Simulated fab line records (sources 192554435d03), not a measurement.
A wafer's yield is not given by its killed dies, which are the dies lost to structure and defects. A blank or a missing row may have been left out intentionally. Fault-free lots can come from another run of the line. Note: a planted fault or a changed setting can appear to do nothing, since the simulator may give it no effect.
fab line records -- flow n5-finfet
[record] lots = 6, wafers = 16, last-day = 16
route steps=1938 shown STI_FIN_REVEAL@184 PASSIVATION@1936
lots that met no fault: from a run of the same line without faults
start-h: the number of hours between the record's first day and the start of the first shown wafer of the lot -- wait-h: hours from the lot's prior step to this one -- " same as the row above -- L1.1+2: a single row standing in for several wafers -- - either no value or no given start -- * or withheld: withheld -- < > ~ a bound
route shown NAME@n: a module of which the file shows steps, and the number in the route of the first -- usual: the fault-free wafers' mean and standard deviation -- same: alike in all rows -- chamber/n: place in a boat -- sites: each site's reading -- _std_site: how widely they spread, as a standard deviation -- _edge_site: outer sites' mean less inner sites' -- radius-mm: how far each site lies from the wafer's centre -- mask NAME#n: copy n -- behind: the tool/chamber that last shaped the wafer -- hold: cause of the lot's hold/its duration in hours/its outcome -- device: which transistor (n, p or np) failed to switch -- end of line: the route-end tests of the same wafers -- a step given without rows: its recipe and nothing more -- killed: dies that structure and defects cost at the first sort, which is not the same as the wafer's yield -- map: per-die view of a wafer (x killed, . not killed, _ where there is no die)
set.NAME: the setting that was run; set.NAME@STEP: the one run at that earlier step -- model.NAME: the simulator's own value behind a step, which no gauge read
lots at selected steps of the route; one table per step, one row per wafer
services: from which hour (start-h, from the record's first day; less than 0 if before it) a tool's chamber was out of use, for how many hours, and why
[[steps]]
[step N5_STI_FIN_REVEAL_ALD_14]
[recipe] material = Si3N4, target-thk-a = 30, temp-c = 400, ald-precursor-family = SiH2I2, ald-co-reactant = N2/H2-plasma, pressure-torr = 2
[usual] heater-power-w = 844/92
lot.wafer,tool,chamber,start-h,wait-h,heater-power-w,since-wet-clean-h
L552.2,ald-sin-01,3,84.56,0.0,881,274
L552.4,ald-sin-01,1,84.56,0.0,834,-
L552.5,ald-sin-01,3,84.56,0.0,860,-
L554.1,ald-sin-01,2,96.53,0.0,734,286
L554.2,ald-sin-01,3,96.53,0.0,875,286
L554.3,ald-sin-01,1,96.53,0.0,851,286
L555.2,ald-sin-03,2,102.93,0.0,969,3
L555.5,ald-sin-03,1,102.93,0.0,760,-
L555.6,ald-sin-03,0,102.93,0.0,910,-
L559.1,ald-sin-03,3,124.45,0.0,747,25
L559.2,ald-sin-03,2,124.45,0.0,966,25
L559.5,ald-sin-03,2,124.45,0.0,941,-
L560.4,ald-sin-01,2,131.76,0.0,716,321
L560.6,ald-sin-01,3,131.76,0.0,873,-
L561.4,ald-sin-01,2,138.50,0.0,714,328
L561.5,ald-sin-01,3,138.50,0.0,879,-
[step N5_STI_FIN_REVEAL_FCVD_FILL_01]
[recipe] material = SiO2_flowable, target-thk-a = 3120, temp-c = 100, pressure-torr = 0.8, rf-w = 2000, time-s = 512.2
[step N5_STI_FIN_REVEAL_DENSIFY_02]
[recipe] temp-c = 650, ambient = steam, time-s = 1800, idle-temp-c = 400, densification-p-h2o-torr = 640
[step N5_STI_FIN_REVEAL_CMP_04]
[recipe] stop-on = Si3N4, t-overpolish-s = 4, down-force-psi = 2, platen-rpm = 54.18, post-cmp-clean = alkaline-brush, pad-velocity-m-s = 1.078, target-thk-nm = 131.83
[usual] motor-current-A = 7.9/0.7, overpolish-run-s = 4.000/0.0084, platen-rpm = 54.18/0.036, time-to-endpoint-s = 103/5.1
lot.wafer,tool,chamber,start-h,wait-h,motor-current-A,overpolish-run-s,platen-rpm,time-to-endpoint-s
L552.4,cmp-03,2,89.59,0.0,8.6,4.000,54.12,91
L552.2,cmp-03,3,89.59,0.0,9.4,4.000,54.23,96
L552.5,cmp-03,3,89.59,0.0,8.9,4.015,54.19,95
L554.3,cmp-04,2,101.62,0.1,6.9,3.997,54.14,104
L554.1,cmp-04,3,101.62,0.1,8.4,3.998,54.18,107
L554.2,cmp-04,0,101.62,0.1,7.1,4.001,54.12,112
L555.2,cmp-04,3,108.02,0.1,8.0,3.998,54.20,103
L555.6,cmp-04,2,108.02,0.1,6.9,4.009,54.15,100
L555.5,cmp-04,3,108.02,0.1,8.2,4.000,54.21,106
L559.1,cmp-04,3,129.57,0.1,8.3,4.009,54.17,109
L559.2,cmp-04,0,129.57,0.1,7.3,4.007,54.20,107
L559.5,cmp-04,2,129.57,0.1,6.9,3.996,54.14,107
L560.4,cmp-04,0,136.80,0.0,7.5,3.991,54.17,104
L560.6,cmp-04,0,136.80,0.0,7.5,4.007,54.22,105
L561.4,cmp-04,0,143.59,0.1,7.5,3.993,54.17,108
L561.5,cmp-04,3,143.59,0.1,8.2,4.002,54.19,107
[step N5_STI_FIN_REVEAL_THK_MEAS_05]
[usual] thk-nm = 131.9/1.3
lot.wafer,tool,chamber,start-h,wait-h,thk-nm
L552.2,film-metro-01,-,89.89,-,130.4
L552.4,film-metro-01,-,89.89,-,130.8
L552.5,film-metro-01,-,89.89,-,131.1
L554.1,film-metro-01,-,101.88,-,134.2
L554.2,film-metro-01,-,101.88,-,133.6
L554.3,film-metro-01,-,101.88,-,133.4
L555.2,film-metro-01,-,108.28,-,131.8
L555.5,film-metro-01,-,108.28,-,132.2
L555.6,film-metro-01,-,108.28,-,131.0
L559.1,film-metro-02,-,129.79,-,133.8
L559.2,film-metro-02,-,129.79,-,134.5
L559.5,film-metro-02,-,129.79,-,133.4
L560.4,film-metro-01,-,137.10,-,131.7
L560.6,film-metro-01,-,137.10,-,132.0
L561.4,film-metro-01,-,143.85,-,132.9
L561.5,film-metro-01,-,143.85,-,131.2
[step N5_STI_FIN_REVEAL_DENSIFY_30]
[recipe] temp-c = *, time-s = *, ambient = N2, idle-temp-c = 600, ramp-up-c-per-s = 150, ramp-down-c-per-s = 60, cool-to-c = 600
[step N5_STI_FIN_REVEAL_ETCHBACK_08]
[recipe] chemistry = C4F6/O2, target = SiO2, target-depth-a = 305, time-s = 10.167, ion-energy-ev = 250, pressure-mtorr = 30, source-w = 345, bias-w = 185, Ar_flow_sccm = 300, C4F6_flow_sccm = 10, O2_flow_sccm = 10
[usual] drypump-motor-current-A = 5.7/0.45, mfc-ar-sccm = 300.0/0.89, oes-product-au = 0.80/0.096, rf-vpp-V = 671/11, showerhead-plenum-p-Torr = 2.84/0.089, throttle-valve-pct = 21.14/0.28
lot.wafer,tool,chamber,start-h,wait-h,drypump-motor-current-A,mfc-ar-sccm,oes-product-au,rf-hours-counter-h,rf-vpp-V,showerhead-plenum-p-Torr,throttle-valve-pct
L552.2,rie-diel-01,2,90.24,0.2,5.8,301.4,0.74,191,668,2.81,21.47
L552.4,rie-diel-01,3,90.24,0.2,5.2,299.2,0.93,17,679,2.80,21.19
L552.5,rie-diel-01,1,90.24,0.2,5.6,299.8,0.99,-,665,2.90,20.70
L554.1,rie-diel-01,0,102.12,0.2,5.1,300.8,0.89,39,672,2.79,20.83
L554.2,rie-diel-01,2,102.12,0.2,5.8,301.3,0.73,196,667,2.81,21.47
L554.3,rie-diel-01,3,102.12,0.2,5.2,299.6,0.90,22,680,2.79,21.19
L555.2,rie-diel-03,2,108.61,0.2,5.9,301.5,0.93,12,688,2.79,21.04
L555.5,rie-diel-03,1,108.61,0.2,6.7,298.7,1.00,-,685,2.77,20.88
L555.6,rie-diel-03,0,108.61,0.2,5.5,299.5,0.69,-,661,2.70,21.01
L559.1,rie-diel-05,3,130.38,0.5,5.6,301.5,0.74,173,652,2.86,21.36
L559.2,rie-diel-05,2,130.38,0.5,6.2,299.6,0.70,206,667,2.93,21.26
L559.5,rie-diel-05,3,130.38,0.5,5.6,300.2,0.74,-,650,2.86,21.34
L560.4,rie-diel-01,2,137.39,0.2,5.8,300.4,0.71,211,667,2.80,21.48
L560.6,rie-diel-01,0,137.39,0.2,5.0,300.5,0.85,-,672,2.78,20.87
L561.4,rie-diel-01,0,144.18,0.2,5.1,302.2,0.84,59,671,2.78,20.83
L561.5,rie-diel-01,3,144.18,0.2,5.2,301.0,0.87,-,680,2.79,21.22
[step N5_STI_FIN_REVEAL_STRIP_24]
[recipe] chemistry = N2/H2, time-s = 90, power-w = 100, temp-c = 40, pressure-mtorr = 100, rf-frequency-hz = 6e+07, bias-power-w = 3, n2-flow-sccm = 300, h2-flow-sccm = 300
[usual] drypump-motor-current-A = 5.7/0.45, oes-product-au = 0.80/0.096, rf-vpp-V = 45.4/0.84, showerhead-plenum-p-Torr = 3.37/0.11, throttle-valve-pct = 12.2/0.32
lot.wafer,tool,chamber,start-h,wait-h,drypump-motor-current-A,oes-product-au,rf-hours-counter-h,rf-vpp-V,showerhead-plenum-p-Torr,throttle-valve-pct
L552.2,rie-diel-01,2,90.28,0.0,5.8,0.73,191,45.3,3.38,12.7
L552.4,rie-diel-01,3,90.28,0.0,5.2,0.92,17,46.0,3.31,12.0
L552.5,rie-diel-01,1,90.28,0.0,5.6,0.98,-,43.8,3.45,11.8
L554.1,rie-diel-01,0,102.15,0.0,5.1,0.89,39,45.8,3.30,11.8
L554.2,rie-diel-01,2,102.15,0.0,5.8,0.72,196,46.0,3.37,12.7
L554.3,rie-diel-01,3,102.15,0.0,5.2,0.91,22,45.1,3.31,12.0
L555.2,rie-diel-03,2,108.65,0.0,5.9,0.93,12,45.0,3.31,11.9
L555.5,rie-diel-03,1,108.65,0.0,6.7,1.00,-,45.5,3.31,11.8
L555.6,rie-diel-03,0,108.65,0.0,5.5,0.69,-,45.0,3.20,12.3
L559.1,rie-diel-05,3,130.42,0.0,5.6,0.74,173,44.9,3.37,12.3
L559.2,rie-diel-05,2,130.42,0.0,6.2,0.70,206,46.2,3.50,12.5
L559.5,rie-diel-05,3,130.42,0.0,5.6,0.74,-,45.1,3.37,12.3
L560.4,rie-diel-01,2,137.43,0.0,5.8,0.71,211,45.8,3.36,12.8
L560.6,rie-diel-01,0,137.43,0.0,5.1,0.86,-,44.8,3.29,11.8
L561.4,rie-diel-01,0,144.21,0.0,5.1,0.86,59,44.9,3.29,11.8
L561.5,rie-diel-01,3,144.21,0.0,5.2,0.88,-,44.8,3.30,12.0
[step N5_STI_FIN_REVEAL_PRECLEAN_25]
[recipe] chemistry = SPM, time-s = 90, temp-c = 120, mix = 4:1
[step N5_STI_FIN_REVEAL_PRECLEAN_26]
[recipe] chemistry = SC1, time-s = 45, temp-c = 46, mix = 1:2:100
[step N5_STI_FIN_REVEAL_PRECLEAN_29]
[recipe] chemistry = DHF, time-s = 30, temp-c = 25, dilution = 300:1
[step N5_STI_FIN_REVEAL_SRD_12]
[recipe] time-s = 30, temp-c = 23, rinse-liquid = diw, dry = ipa-marangoni
[step N5_STI_FIN_REVEAL_RECESS_09]
[recipe] chemistry = HF/NH3, target = SiO2, afs-cycles = 11, target-depth-a = 425, temp-c = 30, sublimation-temp-c = 180, sublimation-time-s = 60
[usual] drypump-motor-current-A = 5.9/0.61
lot.wafer,tool,chamber,start-h,wait-h,drypump-motor-current-A
L552.2,vapor-etch-01,1,90.49,0.0,4.8
L552.4,vapor-etch-01,1,90.49,0.0,4.8
L552.5,vapor-etch-01,0,90.49,0.0,6.3
L554.1,vapor-etch-01,0,102.37,0.0,6.3
L554.2,vapor-etch-01,1,102.37,0.0,4.8
L554.3,vapor-etch-01,1,102.37,0.0,4.8
L555.2,vapor-etch-02,0,108.86,0.0,6.2
L555.5,vapor-etch-02,0,109.92,1.1,6.2
L555.6,vapor-etch-02,1,109.92,1.1,6.2
L559.1,vapor-etch-01,1,130.64,0.0,4.8
L559.2,vapor-etch-01,0,130.64,0.0,6.3
L559.5,vapor-etch-01,1,131.70,1.1,4.8
L560.4,vapor-etch-02,0,138.17,0.6,6.2
L560.6,vapor-etch-02,1,138.17,0.6,6.1
L561.4,vapor-etch-02,0,144.96,0.6,6.2
L561.5,vapor-etch-02,0,144.96,0.6,6.2
[step N5_STI_FIN_REVEAL_STRIP_16]
[recipe] chemistry = H3PO4, material = SiNx, temp-c = 165, target-depth-a = 238, overetch-fraction = 0.4964, dry = ipa-marangoni
[step N5_STI_FIN_REVEAL_PRECLEAN_17]
[recipe] chemistry = NF3:NH3, afs-cycles = 1, temp-c = 30, time-s = 20, sublimation-temp-c = 180, sublimation-time-s = 60, pressure-torr = 3, rf-power-w = 30
[step N5_STI_FIN_REVEAL_ETCH_34]
[recipe] chemistry = H2, mode = isotropic, material = Si, target = Si, target-depth-a = 9.7, temp-c = 20, pressure-mtorr = 4.5, icp-w = 300, bias-w = 0, h2-flow-sccm = 7.5, he-flow-sccm = 142.5
[step N5_STI_FIN_REVEAL_OXIDATION_31]
[recipe] chemistry = O2_PLASMA_REMOTE, temp-c = 150, time-s = 20, pressure-mtorr = 1000, source-power-w = 2000, o2-flow-sccm = 3000
[step N5_STI_FIN_REVEAL_PRECLEAN_32]
[recipe] chemistry = NF3:NH3, afs-cycles = 1, temp-c = 30, time-s = 20, sublimation-temp-c = 180, sublimation-time-s = 60, pressure-torr = 3, rf-power-w = 30
[step N5_STI_FIN_REVEAL_STRIP_35]
[recipe] chemistry = H3PO4, material = Si3N4, temp-c = 165, target-depth-a = 40, time-s = 39
[step N5_STI_FIN_REVEAL_SRD_21]
[recipe] dry = ipa-marangoni, time-s = 30, temp-c = 23, rinse-liquid = diw
[step N5_STI_FIN_REVEAL_OXIDATION_33]
[recipe] chemistry = O2_PLASMA_REMOTE, temp-c = 150, time-s = 20, pressure-mtorr = 1000, source-power-w = 2000, o2-flow-sccm = 3000
[usual] drypump-motor-current-A = 5.5/0.31, heater-power-w = 162/9.8
lot.wafer,tool,chamber,start-h,wait-h,drypump-motor-current-A,heater-power-w,rf-hours-counter-h
L552.2,plasma-asher-01,1,93.00,0.0,5.1,175,40
L552.4,plasma-asher-01,1,93.00,0.0,5.0,172,-
L552.5,plasma-asher-01,0,93.00,0.0,5.6,157,-
L554.1,plasma-asher-02,1,104.88,0.0,5.7,148,98
L554.2,plasma-asher-02,0,104.88,0.0,5.9,167,98
L554.3,plasma-asher-02,1,104.88,0.0,5.7,152,-
L555.2,plasma-asher-01,0,111.37,0.0,5.6,154,44
L555.5,plasma-asher-01,0,111.37,0.0,5.7,159,-
L555.6,plasma-asher-01,1,111.37,0.0,5.1,174,-
L559.1,plasma-asher-01,0,133.15,0.0,5.7,159,49
L559.2,plasma-asher-01,1,133.15,0.0,5.1,177,49
L559.5,plasma-asher-01,1,133.15,0.0,5.1,179,-
L560.4,plasma-asher-01,0,140.19,0.0,5.7,157,-
L560.6,plasma-asher-01,0,140.19,0.0,5.7,158,-
L561.4,plasma-asher-02,1,146.96,0.0,5.7,150,-
L561.5,plasma-asher-02,0,146.96,0.0,5.8,167,-
[step N5_STI_FIN_REVEAL_CLEAN_19]
[recipe] chemistry = O3/DIW, temp-c = 25, time-s = 120, o3-ppm = 10
[step N5_STI_FIN_REVEAL_SRD_23]
[recipe] dry = ipa-marangoni, time-s = 30, temp-c = 23, rinse-liquid = diw
[step N5_STI_FIN_REVEAL_CD_MEAS_22]
[recipe] target-cd-nm = 6.238, pitch-nm = 28, polarity = line
[usual] cd-nm = 6.21/0.28
lot.wafer,tool,chamber,start-h,wait-h,cd-nm
L552.2,cd-sem-01,-,93.16,0.0,6.45
L552.4,cd-sem-01,-,93.16,0.0,5.96
L552.5,cd-sem-01,-,93.16,0.0,6.02
L554.1,cd-sem-02,-,105.05,0.0,6.28
L554.2,cd-sem-02,-,105.05,0.0,6.25
L554.3,cd-sem-02,-,105.05,0.0,6.37
L555.2,cd-sem-01,-,111.54,0.0,6.31
L555.5,cd-sem-01,-,111.54,0.0,6.77
L555.6,cd-sem-01,-,111.54,0.0,6.29
L559.1,cd-sem-02,-,133.31,0.0,6.22
L559.2,cd-sem-02,-,133.31,0.0,6.55
L559.5,cd-sem-02,-,133.31,0.0,6.84
L560.4,cd-sem-01,-,140.35,0.0,5.98
L560.6,cd-sem-01,-,140.35,0.0,6.22
L561.4,cd-sem-03,-,147.11,0.0,6.51
L561.5,cd-sem-03,-,147.11,0.0,6.27
[step N5_STI_FIN_REVEAL_FIN_H_MEAS_10]
[usual] trench-depth-nm = 52.1/0.78
lot.wafer,tool,chamber,start-h,wait-h,trench-depth-nm
L552.2,ocd-01,-,93.20,0.0,52.2
L552.4,ocd-01,-,93.20,0.0,52.7
L552.5,ocd-01,-,93.20,0.0,54.0
L554.1,ocd-01,-,105.08,0.0,52.5
L554.2,ocd-01,-,105.08,0.0,51.4
L554.3,ocd-01,-,105.08,0.0,52.2
L555.2,ocd-01,-,111.57,0.0,52.9
L555.5,ocd-01,-,111.57,0.0,53.3
L555.6,ocd-01,-,111.57,0.0,51.7
L559.1,ocd-02,-,133.34,0.0,51.4
L559.2,ocd-02,-,133.34,0.0,51.6
L559.5,ocd-02,-,133.34,0.0,51.7
L560.4,ocd-01,-,140.38,0.0,51.6
L560.6,ocd-01,-,140.38,0.0,46.9
L561.4,ocd-01,-,147.14,0.0,52.0
L561.5,ocd-01,-,147.14,0.0,46.3
[step N5_STI_FIN_REVEAL_PRECLEAN_18]
[recipe] chemistry = SC2, time-s = 45, temp-c = 35, mix = 1:1:50
[step N5_PASSIVATION_PROBE_49]
[usual] killed_at_M0_to_M3 = 32/9.7, killed_at_M4_up = 14/5.3, killed-at-contacts = 11/6, killed-at-front-end = 39/14, killed-at-other = 3.3/2.7, killed-dies = 100/17, killed-open = 66/13, killed-short = 32/7.4
[same] gross-dies = 1180, killed-at-back-side = 0
lot.wafer,tool,chamber,start-h,wait-h,killed_at_M0_to_M3,killed_at_M4_up,killed-at-contacts,killed-at-front-end,killed-at-other,killed-dies,killed-open,killed-short
L552.2,prober-02,-,322.86,0.1,34,16,11,28,0,89,58,30
L552.4,prober-02,-,322.96,0.2,45,8,16,24,2,95,59,35
L552.5,prober-02,-,323.01,0.2,24,24,26,32,0,106,78,27
L554.1,prober-01,-,341.51,0.0,36,12,4,63,4,119,77,42
L554.2,prober-01,-,341.56,0.1,40,17,18,38,2,115,83,29
L554.3,prober-01,-,341.61,0.1,59,24,10,41,1,135,101,32
L555.2,prober-02,-,351.42,0.1,40,13,2,47,15,117,86,31
L555.5,prober-02,-,351.57,0.2,32,17,4,47,6,106,75,31
L555.6,prober-02,-,351.62,0.3,51,6,6,28,2,93,64,29
L559.1,prober-02,-,367.85,0.0,28,3,5,29,1,66,44,20
L559.2,prober-02,-,367.90,0.1,39,9,28,56,6,138,96,36
L559.5,prober-02,-,368.05,0.2,19,7,14,32,8,80,62,17
L560.4,prober-01,-,368.08,0.2,32,10,11,42,2,97,65,30
L560.6,prober-01,-,368.18,0.3,44,10,5,65,1,125,60,55
L561.4,prober-01,-,382.53,0.2,29,6,9,52,7,103,72,31
L561.5,prober-01,-,382.58,0.2,35,9,15,84,4,147,107,40
// killed by level:class
L552.2 BEOL_M2:geometric-particle:open=9 BEOL_M3:geometric-particle:open=9 FIN_SAQP:geometric-particle:open=7 MOL_CONTACT_COAG:geometric-particle:open=7 FIN_SAQP:geometric-particle:short=6 BEOL_M4:geometric-particle:open=5 STI_FIN_REVEAL:geometric-particle:open=4 DUMMY_GATE:geometric-particle:open=4
L552.4 MOL_CONTACT_COAG:geometric-particle:open=12 BEOL_M0_SAQP:geometric-particle:short=10 BEOL_M2:geometric-particle:open=8 STI_FIN_REVEAL:geometric-particle:open=7 BEOL_M0_SAQP:geometric-particle:open=7 BEOL_M3:geometric-particle:open=6 BEOL_M1:geometric-particle:open=5 MOL_CONTACT_COAG:geometric-particle:short=4
L552.5 MOL_CONTACT_COAG:geometric-particle:open=16 BEOL_M4:geometric-particle:open=14 STI_FIN_REVEAL:geometric-particle:open=10 MOL_CONTACT_COAG:geometric-particle:short=10 BEOL_M3:geometric-particle:open=7 STARTING-WAFER:geometric-particle:open=7 BEOL_M2:geometric-particle:open=6 FIN_SAQP:geometric-particle:short=3
L554.1 FIN_SAQP:geometric-particle:short=19 FIN_SAQP:geometric-particle:open=17 BEOL_M2:geometric-particle:open=12 STI_FIN_REVEAL:geometric-particle:open=11 BEOL_M4:geometric-particle:open=8 BEOL_M0_SAQP:geometric-particle:short=4 BEOL_M0:geometric-particle:open=4 BEOL_M1:geometric-particle:open=4
L554.2 BEOL_M2:geometric-particle:open=15 MOL_CONTACT_COAG:geometric-particle:open=13 FIN_SAQP:geometric-particle:open=9 BEOL_M4:geometric-particle:open=9 STI_FIN_REVEAL:geometric-particle:open=8 BEOL_M0_SAQP:geometric-particle:open=6 BEOL_M1:geometric-particle:open=6 MOL_CONTACT_COAG:geometric-particle:short=5
L554.3 BEOL_M4:geometric-particle:open=17 FIN_SAQP:geometric-particle:open=16 BEOL_M2:geometric-particle:open=15 BEOL_M3:geometric-particle:open=15 FIN_SAQP:geometric-particle:short=11 BEOL_M0_SAQP:geometric-particle:open=11 MOL_CONTACT_COAG:geometric-particle:open=9 GATE_CUT:geometric-particle:short=5
L555.2 BEOL_M0_SAQP:geometric-particle:short=10 FIN_SAQP:geometric-particle:short=9 FIN_SAQP:geometric-particle:open=8 STI_FIN_REVEAL:geometric-particle:open=8 BEOL_M0_SAQP:geometric-particle:open=8 BEOL_M1:geometric-particle:open=8 BEOL_M3:geometric-particle:open=8 MIM_TOP_ETCH:geometric-particle:open=7
L555.5 DUMMY_GATE:geometric-particle:open=16 BEOL_M3:geometric-particle:open=14 FIN_SAQP:geometric-particle:short=6 STI_FIN_REVEAL:geometric-particle:open=6 BEOL_M0_SAQP:geometric-particle:short=6 BEOL_M4:geometric-particle:open=5 DUMMY_GATE:geometric-particle:short=4 MOL_CONTACT_COAG:geometric-particle:open=4
L555.6 BEOL_M0_SAQP:geometric-particle:open=10 BEOL_M3:geometric-particle:open=10 BEOL_M0_SAQP:geometric-particle:short=8 BEOL_M2:geometric-particle:open=7 BEOL_M1:geometric-particle:open=5 MOL_CONTACT_COAG:geometric-particle:open=5 FIN_SAQP:geometric-particle:open=4 STI_FIN_REVEAL:geometric-particle:open=4
L559.1 BEOL_M2:geometric-particle:open=9 GATE_CUT:geometric-particle:open=5 MOL_CONTACT_COAG:geometric-particle:open=5 BEOL_M0_SAQP:geometric-particle:short=5 BEOL_M3:geometric-particle:open=5 FIN_SAQP:geometric-particle:short=4 GATE_CUT:geometric-particle:short=4 FIN_SAQP:geometric-particle:open=3
L559.2 MOL_CONTACT_COAG:geometric-particle:open=24 FIN_SAQP:geometric-particle:open=17 STI_FIN_REVEAL:geometric-particle:open=10 BEOL_M3:geometric-particle:open=9 BEOL_M0_SAQP:geometric-particle:short=7 BEOL_M0_SAQP:geometric-particle:open=6 BEOL_M2:geometric-particle:open=6 HKMG_FIN:area-etch=6
L559.5 MOL_CONTACT_COAG:geometric-particle:open=13 DUMMY_GATE:geometric-particle:open=9 FIN_SAQP:geometric-particle:open=6 BEOL_M0:geometric-particle:open=6 STI_FIN_REVEAL:geometric-particle:open=5 PASS1_DEP:geometric-particle:open=5 BEOL_M4:geometric-particle:open=3 BEOL_M2:geometric-particle:open=3
L560.4 STI_FIN_REVEAL:geometric-particle:open=13 MOL_CONTACT_COAG:geometric-particle:open=8 BEOL_M0_SAQP:geometric-particle:open=7 FIN_SAQP:geometric-particle:open=6 BEOL_M2:geometric-particle:open=6 BEOL_M0_SAQP:geometric-particle:short=5 FIN_SAQP:geometric-particle:short=3 DUMMY_GATE:geometric-particle:open=3
L560.6 FIN_SAQP:geometric-particle:short=20 BEOL_M0_SAQP:geometric-particle:open=17 STI_FIN_REVEAL:geometric-particle:open=13 BEOL_M0_SAQP:geometric-particle:short=11 FIN_SAQP:geometric-particle:open=8 HKMG_FIN:area-etch=8 BEOL_M1:geometric-particle:open=4 BEOL_M2:geometric-particle:short=4
L561.4 STI_FIN_REVEAL:geometric-particle:open=14 ILD0:geometric-particle:open=9 MOL_CONTACT_COAG:geometric-particle:open=8 BEOL_M0_SAQP:geometric-particle:open=8 BEOL_M3:geometric-particle:open=8 FIN_SAQP:geometric-particle:short=6 FIN_SAQP:geometric-particle:open=6 GATE_CUT:geometric-particle:short=4
L561.5 FIN_SAQP:geometric-particle:open=25 STI_FIN_REVEAL:geometric-particle:open=20 MOL_CONTACT_COAG:geometric-particle:open=13 BEOL_M2:geometric-particle:open=10 FIN_SAQP:geometric-particle:short=7 ILD0:geometric-particle:short=6 ILD0:geometric-particle:open=6 GATE_CUT:geometric-particle:short=6
[[services]]
tool,chamber,start-h,hours,kind
ald-sin-01,3,63.34,11.1,repair
cmp-04,-,64.14,1.5,repair
rie-diel-05,0,77.23,7.1,repair
rie-diel-03,1,79.92,-,clean
rie-diel-03,1,79.92,-,consumable-replace:focus-ring
rie-diel-03,1,79.92,18.9,scheduled-down
rie-diel-03,1,79.92,18.9,vent-cycle
plasma-asher-01,-,84.38,1.2,repair
ald-sin-03,-,85.54,14.0,pm
ald-sin-03,0,85.54,14.0,vent-cycle
ald-sin-03,1,85.54,14.0,vent-cycle
ald-sin-03,2,85.54,14.0,vent-cycle
ald-sin-03,3,85.54,14.0,vent-cycle
plasma-asher-01,-,88.71,1.4,repair
rie-diel-01,1,94.09,2.9,repair
ald-sin-03,0,99.54,-,clean
ald-sin-03,1,99.54,-,clean
ald-sin-03,2,99.54,-,clean
ald-sin-03,3,99.54,-,clean
cmp-03,-,102.60,1.9,repair
vapor-etch-02,-,110.56,2.8,pm
ald-sin-01,2,121.58,1.6,repair
rie-diel-05,0,122.16,10.0,repair
rie-diel-03,-,128.90,15.6,pm
[[key]]
[first-sign] step = N5_STI_FIN_REVEAL_FIN_H_MEAS_10, reading = trench-depth-nm, direction = down, sigmas = 7.1, usual = 52.1, struck = 46.6
effect none on later readings
met-at N5_STI_FIN_REVEAL_RECESS_09
struck-wafers L560.6,L561.5
tester-left-out L560,L561
onset-between 108.86 138.17
[fault] kind = process-parameter-drift, tool = vapor-etch-02, chamber = -, onset-h = 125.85, steps = N5_STI_FIN_REVEAL_RECESS_09, channel = target-depth-a, offset = -60.249, shape = step, end-h = 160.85, scope = struck-wafers-only, acts-in = these-recipes-only, stated = 425
// tester-left-out: of these lots the tester's yield and bins aren't shown, on N5 and GAA mostly nor the transistor test; their killed dies are dies lost to structure and defects alone, not to doping, threshold or leakage, so they don't give the yield
